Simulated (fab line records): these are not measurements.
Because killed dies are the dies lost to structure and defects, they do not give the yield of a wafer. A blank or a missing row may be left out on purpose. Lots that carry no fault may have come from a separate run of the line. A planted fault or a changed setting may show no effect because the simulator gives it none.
A single fault, viewed from 2 desks | flow nand harc | each desk holds nothing but its own numbers, with what lay behind them at the end

== THE TOOL OWNER'S DESK: rie diel-12 ==
The tool's own readings at NHARC_P_STI_ETCH_42 (etches the open film in N2/H2, target depth 80 nm, overetch 24 nm, time 61 s): means of the sampled wafers that have a number, for each lot that ran on this tool. The brackets show how far a lot's mean lies from the usual mean; more than 4 standard deviations puts the lot out of limits, marked OUT.
Columns: A = chamber pressure mTorr at NHARC_P_STI_ETCH_42, usual 30.000 mTorr; B = drypump motor current A at NHARC_P_STI_ETCH_42, usual 5.7 A; C = oes product au at NHARC_P_STI_ETCH_42, usual 1.002 a.u.; D = rf vpp V at NHARC_P_STI_ETCH_42, usual 430.3 V; E = showerhead plenum p Torr at NHARC_P_STI_ETCH_42, usual 2.03 Torr; F = throttle valve pct at NHARC_P_STI_ETCH_42, usual 14.173 %
lot  | first seen here | A                        | B   | C     | D     | E    | F
L811 | day 2 17:55     | 29.972                   | 5.2 | 1.005 | 429.3 | 2.00 | 14.175
L812 | day 3 05:55     | 30.002                   | 5.2 | 1.000 | 428.1 | 1.98 | 14.169
L821 | day 5 08:06     | 30.001                   | 5.5 | 0.998 | 428.4 | 2.01 | 14.174
L823 | day 5 18:35     | 30.011                   | 5.6 | 0.993 | 430.0 | 1.99 | 14.170
L828 | day 7 01:43     | 36.976 (+99 or more) OUT | 5.0 | 0.999 | 431.4 | 2.05 | 14.179
L832 | day 8 01:13     | 36.991 (+99 or more) OUT | 5.5 | 0.998 | 429.1 | 2.01 | 14.181
This desk's verdict: out of limits on L828, L832, starting with L828 at day 7 01:43 (chamber pressure mTorr at NHARC_P_STI_ETCH_42). In limits: L811, L812, L821, L823.

== THE METROLOGY DESK ==
Lot by lot, what the gauges showed, no matter which tool ran the lot: averages of those sampled wafers that carry a number. The brackets show how far a lot's mean lies from the usual mean; more than 4 standard deviations puts the lot out of limits, marked OUT.
Columns: A = cd nm at NHARC_P_STI_CD_MEAS_16, usual 200.3 nm; B = trench depth nm at NHARC_P_STI_OCD_MEAS_17, usual 301 nm; C = trench foot cd nm at NHARC_P_STI_OCD_MEAS_17, usual 158.6 nm
lot  | first seen here | A     | B   | C
L811 | day 2 18:16     | 202.3 | 300 | 159.6
L812 | day 3 06:16     | 199.4 | 301 | 156.6
L817 | day 4 04:45     | 200.5 | 297 | 158.9
L816 | day 4 04:53     | 196.7 | 301 | 155.6
L819 | day 4 20:59     | 202.3 | 298 | 161.2
L821 | day 5 08:27     | 197.9 | 301 | 155.7
L823 | day 5 18:57     | 199.6 | 303 | 157.1
L827 | day 6 17:52     | 200.8 | 306 | 159.2
L828 | day 7 02:04     | 205.8 | 299 | 164.4
L831 | day 7 17:24     | 201.4 | 305 | 159.4
L832 | day 8 01:34     | 202.0 | 300 | 160.2
L833 | day 8 08:42     | 200.8 | 309 | 158.0
This desk's verdict: no lot among the 12 shows anything out of limits.

== PUT TOGETHER ==
On L828, L832, at day 7 01:43, an alarm was possible from the tool owner's desk.
At the metrology desk, nothing out of limits was observed.
The metrology desk holds a record of L828, L832, inside its limits.
Every lot named ran NHARC_P_STI_ETCH_42 on rie diel-12.

== WHAT THE SIMULATOR HAD INSERTED ==
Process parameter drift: rie diel-12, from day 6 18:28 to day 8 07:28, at NHARC_P_STI_ETCH_42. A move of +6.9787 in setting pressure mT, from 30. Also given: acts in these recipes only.
Struck lots among those shown: L828, L832.
Hours from the fault's start to each desk's first reading out of limits: the tool owner's desk, 7.
